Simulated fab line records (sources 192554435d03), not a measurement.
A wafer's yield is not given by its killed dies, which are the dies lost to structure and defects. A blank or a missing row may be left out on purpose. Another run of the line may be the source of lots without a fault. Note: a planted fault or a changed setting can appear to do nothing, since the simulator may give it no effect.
What tool caused it? -- flow n5 finfet -- Sampling: 22 lots, 66 wafers, 4 of 1938 route steps

WHAT EACH GAUGE READ, for each wafer
N5_MOL_CONTACT_COAG_OVL_MEAS_41. Usual: for VD_OVL the level is -0.3 nm and the standard deviation is 0.72.
lot,measured,on,VD_OVL (nm),flag
L074,day 4 23:50,overlay-02,1.1 1.5 0.3,
L075,day 5 19:05,overlay-01,1.2 1.3 1.1,
L076,day 5 19:09,overlay-02,-0.2 -1.0 -1.5,
L078,day 6 04:08,overlay-01,-0.8 -0.3 -1.3,
L079,day 6 15:11,overlay-01,-0.9 -1.6 -1.3,
L081,day 7 03:23,overlay-01,0.3 0.6 -0.9,
L082,day 7 05:25,overlay-01,-0.5 -1.1 -0.5,
L083,day 7 09:17,overlay-02,-0.1 -1.6 -0.1,
L084,day 7 16:05,overlay-02,0.5 -0.3 -0.4,
L085,day 8 01:16,overlay-02,-0.6 -0.5 -0.7,
L086,day 8 05:02,overlay-01,-0.3 0.1 -1.3,
L087,day 8 13:24,overlay-02,-1.4 -1.8 -1.0,
L088,day 8 22:51,overlay-02,0.0 0.4 0.0,
L089,day 9 03:24,overlay-02,-1.3 -0.4 -0.5,
L090,day 9 08:17,overlay-01,-0.5 -0.1 -0.4,
L091,day 9 15:32,overlay-02,-0.3 -1.7 -0.7,
L092,day 9 17:52,overlay-01,0.1 -0.5 0.2,
L093,day 9 22:10,overlay-02,0.7 1.3 -0.4,
L094,day 10 02:58,overlay-01,-0.3 -0.7 0.3,
L095,day 10 09:07,overlay-01,-0.5 0.2 0.4,
L096,day 10 18:19,overlay-02,0.2 0.0 -0.6,
L097,day 11 02:09,overlay-02,-0.3 -0.6 -1.0,

WHICH TOOL RAN EACH LOT (tool, then ch and the chambers of the sampled wafers, then the start)
lot,N5_GATE_CUT_ETCH_19,N5_MOL_CONTACT_COAG_PRE_CLEAN_142,N5_MOL_CONTACT_COAG_ETCH_89
L074,"rie diel-06 ch 1,3, day 4 09:23","pvd sputter-02, day 4 17:49","rie diel-05 ch 0,1,2, day 4 22:34"
L075,"rie diel-06 ch 2,3, day 4 22:37","pvd sputter-01, day 5 10:40","rie diel-05 ch 0,1,2, day 5 16:53"
L076,"rie diel-06 ch 0,2,3, day 5 01:17","pvd sputter-01, day 5 10:50","rie diel-05 ch 0,1,3, day 5 17:36"
L078,"rie diel-06 ch 2,3, day 5 14:05","pvd sputter-02, day 5 22:58","rie diel-04 ch 0,2,3, day 6 02:58"
L079,"rie diel-06 ch 0,1,3, day 5 21:59","pvd sputter-01, day 6 08:54","rie diel-05 ch 0,2, day 6 13:51"
L081,"rie diel-03 ch 1,2,3, day 6 13:23","pvd sputter-01, day 6 21:49","rie diel-04 ch 0,1,3, day 7 02:15"
L082,"rie diel-06 ch 1,2, day 6 16:10","pvd sputter-01, day 6 23:38","rie diel-05 ch 0,1,3, day 7 04:11"
L083,"rie diel-02 ch 0,1, day 6 19:00","pvd sputter-01, day 7 03:46","rie diel-01 ch 0,2,3, day 7 07:56"
L084,"rie diel-02 ch 0,2, day 7 02:25","pvd sputter-01, day 7 10:44","rie diel-04 ch 0,2, day 7 14:44"
L085,"rie diel-06 ch 1,3, day 7 07:13","pvd sputter-02, day 7 19:20","rie diel-01 ch 2,3, day 7 23:53"
L086,"rie diel-03 ch 0,1,3, day 7 13:22","pvd sputter-01, day 7 23:40","rie diel-01 ch 0,2,3, day 8 03:36"
L087,"rie diel-06 ch 0,2,3, day 7 21:02","pvd sputter-03, day 8 07:25","rie diel-05 ch 0,2,3, day 8 11:54"
L088,"rie diel-03 ch 1,3, day 8 02:37","pvd sputter-02, day 8 10:32","rie diel-04 ch 0,3, day 8 20:17"
L089,"rie diel-03 ch 1,2,3, day 8 10:20","pvd sputter-02, day 8 18:08","rie diel-05 ch 1,2,3, day 9 01:58"
L090,"rie diel-03 ch 0,1, day 8 14:11","pvd sputter-01, day 9 02:22","rie diel-04 ch 1,3, day 9 06:31"
L091,"rie diel-02 ch 1,2,3, day 8 22:25","pvd sputter-01, day 9 09:08","rie diel-04 ch 0,3, day 9 13:53"
L092,"rie diel-03 ch 1,2, day 9 03:03","pvd sputter-01, day 9 12:24","rie diel-04 ch 0,1, day 9 16:27"
L093,"rie diel-06 ch 2,3, day 9 09:23","pvd sputter-03, day 9 16:43","rie diel-04 ch 0,1,3, day 9 21:02"
L094,"rie diel-03 ch 1,2, day 9 13:19","pvd sputter-02, day 9 21:38","rie diel-05 ch 1,2,3, day 10 01:43"
L095,"rie diel-02 ch 1,2,3, day 9 19:19","pvd sputter-01, day 10 03:50","rie diel-05 ch 0,2, day 10 07:56"
L096,"rie diel-06 ch 1,2, day 10 04:01","pvd sputter-03, day 10 12:12","rie diel-01 ch 2,3, day 10 16:52"
L097,"rie diel-02 ch 1,3, day 10 11:23","pvd sputter-03, day 10 20:39","rie diel-04 ch 1,3, day 11 00:55"
- N5_GATE_CUT_ETCH_19: etches SiNx in CH3F/O2, target depth 53.7 nm, time 76.7 s.
- N5_MOL_CONTACT_COAG_PRE_CLEAN_142: time 60 s.
- N5_MOL_CONTACT_COAG_ETCH_89: etches underlayer in N2/H2, target depth 13 nm, time 10.4 s.

WHAT THE TOOLS THEMSELVES READ (means of the sampled wafers that have a number; where no wafer has one, the mark that the record gives instead)
N5_GATE_CUT_ETCH_19. Usual: CH3F_flow_sccm 29.99 sccm, standard deviation 0.095; bias w 73.00 W, standard deviation 0.2; drypump motor current A 5.8 A, standard deviation 0.42; etch rf on time s 77.0 s, standard deviation 1; oes_o_777_au 0.80 a.u., standard deviation 0.089; oes product au 0.69 a.u., standard deviation 0.078; rf vpp V 298 V, standard deviation 3.7; showerhead plenum p Torr 2.03 Torr, standard deviation 0.07; throttle valve pct 16.30 %, standard deviation 0.25.
lot,tool,CH3F_flow_sccm (sccm),bias w (W),drypump motor current A (A),etch rf on time s (s),oes_o_777_au (a.u.),oes product au (a.u.),rf vpp V (V),showerhead plenum p Torr (Torr),throttle valve pct (%),flag
L074,rie diel-06,30.05,72.88,6.1,76.5,0.75,0.63,295,2.08,16.29,
L075,rie diel-06,30.01,72.73,5.4,76.4,0.91,0.78,299,2.07,16.14,
L076,rie diel-06,29.98,72.87,5.6,78.2,0.83,0.70,297,2.05,16.23,
L078,rie diel-06,30.01,73.05,5.4,77.1,0.89,0.77,300,2.07,16.15,
L079,rie diel-06,29.95,72.95,5.9,76.5,0.84,0.72,294,2.05,16.18,
L081,rie diel-03,29.99,73.09,5.5,77.1,0.73,0.63,299,2.00,16.56,
L082,rie diel-06,29.93,73.22,5.8,76.6,0.93,0.80,298,2.05,16.08,
L083,rie diel-02,29.97,73.03,6.2,76.2,0.78,0.68,302,2.10,16.01,
L084,rie diel-02,30.01,73.11,6.1,76.4,0.81,0.70,299,2.05,16.23,
L085,rie diel-06,30.07,73.04,5.9,76.9,0.88,0.74,295,2.09,16.02,
L086,rie diel-03,29.96,73.10,6.0,77.1,0.78,0.66,301,2.01,16.51,
L087,rie diel-06,30.08,72.73,5.7,76.6,0.79,0.68,296,2.04,16.28,
L088,rie diel-03,30.01,73.07,5.7,78.0,0.73,0.61,300,2.04,16.63,
L089,rie diel-03,29.93,72.95,5.6,78.3,0.73,0.62,299,1.99,16.59,
L090,rie diel-03,29.99,72.97,6.2,77.7,0.80,0.67,300,2.04,16.46,
L091,rie diel-02,30.03,72.94,6.0,76.6,0.81,0.69,300,2.04,16.32,
L092,rie diel-03,29.96,72.86,5.7,77.7,0.74,0.63,297,2.03,16.54,
L093,rie diel-06,29.96,73.06,5.6,77.2,0.84,0.72,297,2.08,16.14,
L094,rie diel-03,30.12,73.10,5.5,78.5,0.75,0.63,297,1.97,16.49,
L095,rie diel-02,29.98,73.18,6.0,76.2,0.80,0.68,300,2.04,16.34,
L096,rie diel-06,29.94,73.27,5.5,77.1,0.87,0.75,300,2.04,16.19,
L097,rie diel-02,29.92,73.08,6.0,76.1,0.79,0.68,302,2.10,16.12,

N5_MOL_CONTACT_COAG_PRE_CLEAN_142. Usual: 457 W for heater power w, sd 50.
lot,tool,heater power w (W),flag
L074,pvd sputter-02,446,
L075,pvd sputter-01,501,
L076,pvd sputter-01,491,
L078,pvd sputter-02,441,
L079,pvd sputter-01,482,
L081,pvd sputter-01,498,
L082,pvd sputter-01,442,
L083,pvd sputter-01,506,
L084,pvd sputter-01,488,
L085,pvd sputter-02,402,
L086,pvd sputter-01,479,
L087,pvd sputter-03,446,
L088,pvd sputter-02,444,
L089,pvd sputter-02,444,
L090,pvd sputter-01,459,
L091,pvd sputter-01,483,
L092,pvd sputter-01,460,
L093,pvd sputter-03,427,
L094,pvd sputter-02,437,
L095,pvd sputter-01,469,
L096,pvd sputter-03,432,
L097,pvd sputter-03,472,

N5_MOL_CONTACT_COAG_ETCH_89. Usual: bias w is 150.0 W with standard deviation 0.46, drypump motor current A is 6.0 A with standard deviation 0.49, etch rf on time s is 10.47 s with standard deviation 0.14, oes product au is 0.66 a.u. with standard deviation 0.062, rf vpp V is 523.9 V with standard deviation 2.4, showerhead plenum p Torr is 2.55 Torr with standard deviation 0.082, and throttle valve pct is 17.79 % with standard deviation 0.24.
lot,tool,bias w (W),drypump motor current A (A),etch rf on time s (s),oes product au (a.u.),rf vpp V (V),showerhead plenum p Torr (Torr),throttle valve pct (%),flag
L074,rie diel-05,149.8,6.2,10.56,0.68,524.7,2.55,17.67,
L075,rie diel-05,150.5,6.2,10.48,0.67,524.1,2.55,17.69,
L076,rie diel-05,149.9,5.8,10.55,0.66,525.8,2.59,17.70,
L078,rie diel-04,150.6,6.0,10.48,0.61,525.6,2.56,17.63,
L079,rie diel-05,150.1,5.9,10.46,0.70,522.0,2.49,17.59,
L081,rie diel-04,149.8,6.0,10.45,0.64,523.3,2.53,17.80,
L082,rie diel-05,149.8,5.8,10.55,0.66,524.8,2.58,17.73,
L083,rie diel-01,150.1,5.7,10.36,0.66,522.5,2.51,17.92,
L084,rie diel-04,150.3,6.0,10.40,0.59,523.6,2.54,17.69,
L085,rie diel-01,150.4,6.1,10.58,0.61,521.9,2.48,17.82,
L086,rie diel-01,150.0,5.7,10.49,0.66,522.6,2.50,17.93,
L087,rie diel-05,149.6,5.9,10.55,0.67,524.3,2.56,17.72,
L088,rie diel-04,149.5,6.3,10.72,0.59,522.7,2.48,17.66,
L089,rie diel-05,150.1,6.2,10.51,0.72,524.9,2.60,17.69,
L090,rie diel-04,149.8,5.7,10.35,0.63,524.6,2.60,17.80,
L091,rie diel-04,150.1,6.3,10.56,0.59,520.9,2.47,17.68,
L092,rie diel-04,149.5,6.3,10.40,0.61,520.8,2.45,17.87,
L093,rie diel-04,150.0,6.0,10.47,0.62,522.3,2.52,17.85,
L094,rie diel-05,149.8,6.2,10.59,0.70,525.4,2.60,17.70,
L095,rie diel-05,150.0,5.9,10.71,0.67,522.5,2.48,17.65,
L096,rie diel-01,150.5,6.1,10.51,0.60,521.8,2.47,17.85,
L097,rie diel-04,149.9,5.7,10.29,0.63,524.8,2.57,17.99,

THE ANSWER, worked out from the rows above alone
Rule: take the mean of a lot's wafers that have a number; if it is more than 3 standard deviations from the usual mean, the lot is off. A lot without any number at a reading at which 4 lots or more have one is off too. Where the step has rows for the other lots, those lots are counted as sound. The gauges are gone through in route order, then the tools' own readings, and for those a lot's mean is taken as printed above. The first step at which some lot is off is used, and at that step the reading that is off furthest; a lot without a number counts as furthest.
No lot is off at any reading shown: from this, nothing can be told.

WHAT THE SIMULATOR HAD PUT IN
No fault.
